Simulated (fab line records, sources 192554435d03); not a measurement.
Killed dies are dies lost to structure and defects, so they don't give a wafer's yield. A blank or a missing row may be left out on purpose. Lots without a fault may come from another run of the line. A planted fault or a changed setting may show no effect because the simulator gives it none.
Chamber matching | flow n5_finfet | N5_BEOL_M7_ILD_DEP_00 on pecvd-04: 3 sister chambers
The step deposits SiCOH lowk from DEMS/porogen, target thk 179.75 nm, time 33.4 s. 6 wafers are shown with their chamber, then 7 later ones without.

WAFERS WITH THEIR CHAMBER
wafer  | chamber | throttle_valve_pct (%) | heater_power_w (W)
L090.2 | 1       | 14.7                   | 244
L090.3 | 2       | 12.9                   | 285
L092.4 | 1       | 14.6                   | 272
L092.5 | 0       | 14.1                   | 338
L093.1 | 0       | 13.6                   | 337
L093.2 | 2       | 13.2                   | 263

WAFERS WITHOUT THEIR CHAMBER
wafer  | throttle_valve_pct (%) | heater_power_w (W)
L093.5 | 13.0                   | 276
L094.2 | 14.4                   | 261
L094.3 | 14.1                   | 326
L094.5 | 12.7                   | 290
L097.1 | 14.8                   | 261
L097.2 | 13.7                   | 287
L097.4 | 14.7                   | 275

WHICH CHAMBER EACH WENT THROUGH
wafer  | from the rows above          | in truth
L093.5 | 2                            | 2
L094.2 | 1                            | 1
L094.3 | 0                            | 0
L094.5 | 2                            | 2
L097.1 | 1                            | 1
L097.2 | can't be placed: 2 or 0 or 1 | 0
L097.4 | 1                            | 1
Placed correctly: 6 of 7. Can't be placed from these rows: 1 (the true chamber is among the candidates in 1). Placed wrongly: 0.
How it was worked out, from the rows above alone: a wafer's distance from a chamber is the root of the sum, over the readings, of the square of ((its reading less the chamber's mean) divided by the reading's scatter). The wafer belongs to the nearest chamber; if the next one is less than 2 further off, it can't be placed. A chamber's mean is the mean of its shown wafers. The scatter: the root of (the sum of the squares of (reading less its chamber's mean) over the shown wafers, divided by (wafers less chambers)).
